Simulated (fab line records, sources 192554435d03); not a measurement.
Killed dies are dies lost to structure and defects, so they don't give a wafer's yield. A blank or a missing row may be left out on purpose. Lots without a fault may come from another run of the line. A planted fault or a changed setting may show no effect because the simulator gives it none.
A struck lot beside a sound one | flow n5_finfet | 18 steps out of a route of 1938
Sound: wafers L417.2, L417.4, L417.6. Struck: wafers L435.1, L435.3, L435.6. The cause comes at the end.
At each step with rows: each side's tool, then ch and its chambers, then its first start. Under that, the readings that differ: sound wafers | struck wafers | difference of the means | sigmas: that difference in standard deviations of wafers without a fault.
alike: readings whose means differ by less than 2 such deviations, and words and numbers that are the same on both sides. not compared: withheld readings, readings that some wafer has no value for, bounds like >300 that may hide the same value, and numbers for which the record gives no deviation and whose values overlap.
The two part at a step that has a row with sigmas, a row that says differs or no value, or rows on one side only. Numbers that don't overlap but have no deviation are shown without sigmas and don't part them. A reading that every wafer of one side lacks parts them only if that side has two wafers or more.

N5_ILD0_THK_MEAS_08:
  sound on film_metro-01, day 3 17:40; struck on film_metro-02, day 8 02:26
  alike: thk_nm
then, 1 step without rows for these wafers: N5_ILD0_PRECLEAN_10 (cleans in NF3:NH3, afs cycles 5, time 20 s, sublimation time 60 s).
N5_ILD0_ALD_15: deposits SiNx, target thk 24 nm, pulse time 1 s, ald cycles 480.
  sound on ald_sin-02 ch 2,3, day 3 18:22; struck on ald_sin-04 ch 0,1,3, day 8 03:09
  alike: heater_power_w, precursor_pulse_height_rel
N5_ILD0_CMP_12: polishes SiNx, stops on poly-Si, t overpolish 6 s, target thk 17.67 nm.
  sound on cmp-04 ch 0,1,3, day 3 20:39; struck on cmp-02 ch 0,2, day 8 05:21
  alike: motor_current_A, overpolish_run_s, time_to_endpoint_s
  not compared: pad_life_wafers
N5_ILD0_THK_MEAS_13:
  sound on film_metro-01, day 3 20:52; struck on film_metro-02, day 8 05:38
  alike: thk_nm
N5_ILD0_INSPECT_06: inspects for defects (darkfield).
  sound on defect_inspect-02, day 3 20:53; struck on defect_inspect-02, day 8 05:40
  alike: raw_defect_count
N5_SDB_HM_DEP_00: deposits SiNx from SiH4/NH3/N2, target thk 40 nm, time 35.3 s.
  sound on pecvd-04 ch 0,2, day 3 20:56; struck on pecvd-04 ch 0,1,2, day 8 05:42
  alike: heater_power_w, showerhead_plenum_p_Torr, throttle_valve_pct
then, 5 steps without rows for these wafers: N5_SDB_COAT_03 (time 60 s, resist thk 100 nm); N5_SDB_COAT_04 (time 60 s, resist thk 18 nm); N5_SDB_COAT_05 (resist thk 90 nm); N5_SDB_EBR_07; N5_SDB_SOFTBAKE_06 (time 60 s).
N5_SDB_EXPOSE_08: exposes mask SDB.
  sound on arfi_scanner-02 ch 0, day 3 21:16; struck on arfi_scanner-01 ch 0, day 8 06:02
  reading                     | sound          | struck      | difference | sigmas
  model.SDB.overlay_x_nm (nm) | -0.2 -0.2 -0.2 | 6.6 6.6 6.6 | +6.8       |
  alike: mask, stage_vel_mm_s
then, 2 steps without rows for these wafers: N5_SDB_PEB_09 (peb time 60 s); N5_SDB_DEVELOP_10 (develop time 30 s).
N5_SDB_CD_MEAS_11: target cd 50 nm.
  sound on cd_sem-03 ch 0, day 3 21:23; struck on cd_sem-02 ch 0, day 8 06:09
  alike: cd_nm
N5_SDB_OVL_MEAS_12:
  sound on overlay-02 ch 0, day 3 21:25; struck on overlay-01 ch 0, day 8 06:11
  reading      | sound        | struck      | difference | sigmas
  SDB_OVL (nm) | 1.0 -0.3 1.6 | 5.9 6.3 6.5 | +5.5       | +7
N5_SDB_INSPECT_13: inspects for defects (brightfield).
  sound on defect_inspect-01, day 3 21:26; struck on defect_inspect-01, day 8 06:13
  alike: raw_defect_count

WHERE THEY PART
Only at N5_SDB_OVL_MEAS_12, within this record. Later steps at which nothing parts them and some readings are alike: N5_SDB_INSPECT_13.

WHY: what the simulator had put in
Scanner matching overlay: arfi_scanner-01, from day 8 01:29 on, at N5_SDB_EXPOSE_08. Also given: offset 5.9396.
